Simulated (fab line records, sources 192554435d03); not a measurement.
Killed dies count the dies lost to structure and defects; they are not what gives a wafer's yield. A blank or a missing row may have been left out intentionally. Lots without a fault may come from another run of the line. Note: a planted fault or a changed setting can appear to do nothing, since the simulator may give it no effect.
Problem report in the 8D (eight disciplines) form, filled by code | flow n5 finfet | the parts of the form that need people (team, actions taken, sign-off) are left out

== 1. THE PROBLEM ==
At N5_BEOL_M1_CD_MEAS_11, cd nm averages 16.11 nm over 4 wafers from 3 lots, while fault-free wafers read 17.11 nm, standard deviation 0.23. Measured from the usual mean, that is -4.4 standard deviations.
The step: target cd 17.05 nm.
First seen on wafer L729.4, day 8 04:48, on cd sem-03. The record holds 29 wafers of 10 lots with a number at this step. By rule, "out" or "out of limits" means more than 4 standard deviations away from the usual mean. The rest of the wafers with a number are treated as sound.

== 2. WHAT IT IS, WHAT IT ISN'T ==
question                    | is                             | is not
which readings at this step | cd nm                          | -
which lots                  | L729, L733, L735               | L723, L725, L726, L738, L739, L742, L745
which wafers of those lots  | L729.4, L733.4, L735.4, L735.6 | L729.2, L729.3, L733.1, L733.5
read on which gauges        | cd sem-02, cd sem-03           | cd sem-01
when                        | from day 8 04:48               | up to then (11 sound wafers); but 14 sound wafers of L733, L738, L739, L742, L745 came after

== 3. SUSPECTS, AND WHAT RULES EACH OUT ==
Counting: any tool at a process step up to the reading remains a suspect provided it ran every lot that is out. Sound lots after the first of them don't rule it out here, since some wafers of a struck lot are sound.
- the gauge at N5_BEOL_M1_CD_MEAS_11 has been ruled out. 2 gauges (cd sem-02, cd sem-03) read the wafers that are out.
- euv scanner-02 at N5_BEOL_M1_EXPOSE_08 (exposes mask M1): kept. Ran every lot that is out, first one L729 (day 8 04:41); last sound lot up to then L725 (day 6 23:45).
Left after counting: euv scanner-02 at N5_BEOL_M1_EXPOSE_08.

== 4. THE CAUSE (what the simulator had put in) ==
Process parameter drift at N5_BEOL_M1_EXPOSE_08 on euv scanner-02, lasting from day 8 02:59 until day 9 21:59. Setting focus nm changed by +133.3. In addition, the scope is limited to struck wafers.
After counting, this tool was the only one left.

== 5. THE EFFECT CHAIN, in route order ==
Each row: a reading whose mean over the struck wafers that have a number lies more than 3 standard deviations from the usual. Only readings for which the record gives a usual standard deviation are gone through. hours: the time from each lot's start at the first step in this table that gives one to its start at this step, as a median over the lots. sigmas: the change in usual standard deviations.
hours | step                    | reading              | usual    | on struck wafers | change | sigmas
0     | N5_BEOL_M1_CD_MEAS_11   | cd nm                | 17.11 nm | 16.11            | -1.00  | -4.4
137   | N5_PASSIVATION_PROBE_49 | defect limited yield | 91.3 %   | 0.0              | -91.3  | -61
137   | N5_PASSIVATION_PROBE_49 | killed_at_M0_to_M3   | 35       | 1106             | +1070  | +99 or more
137   | N5_PASSIVATION_PROBE_49 | killed dies          | 102      | 1180             | +1078  | +60
137   | N5_PASSIVATION_PROBE_49 | killed on rim        | 13       | 152              | +139   | +35
137   | N5_PASSIVATION_PROBE_49 | sort_bin_5_function  | 5.1 %    | 62.8             | +57.7  | +58
137   | N5_PASSIVATION_PROBE_49 | sort_bin_6_memory    | 3.3 %    | 7.2              | +3.9   | +5.7
137   | N5_PASSIVATION_PROBE_49 | sort n pass          | 1078     | 0                | -1078  | -60
137   | N5_PASSIVATION_PROBE_49 | sort yield pct       | 91.3 %   | 0.0              | -91.3  | -61
Its process steps:
- N5_PASSIVATION_PROBE_49

== 6. HOW IT WOULD HAVE BEEN CAUGHT EARLIER ==
In this record the first reading out of limits at a measuring or inspecting step was taken at day 8 04:48, 2 hours after the fault began at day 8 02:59.
Among the 3 lots that are out, L733, L735 began N5_BEOL_M1_EXPOSE_08 on euv scanner-02 after day 8 04:48. A hold on the tool at that time would have spared those 2.
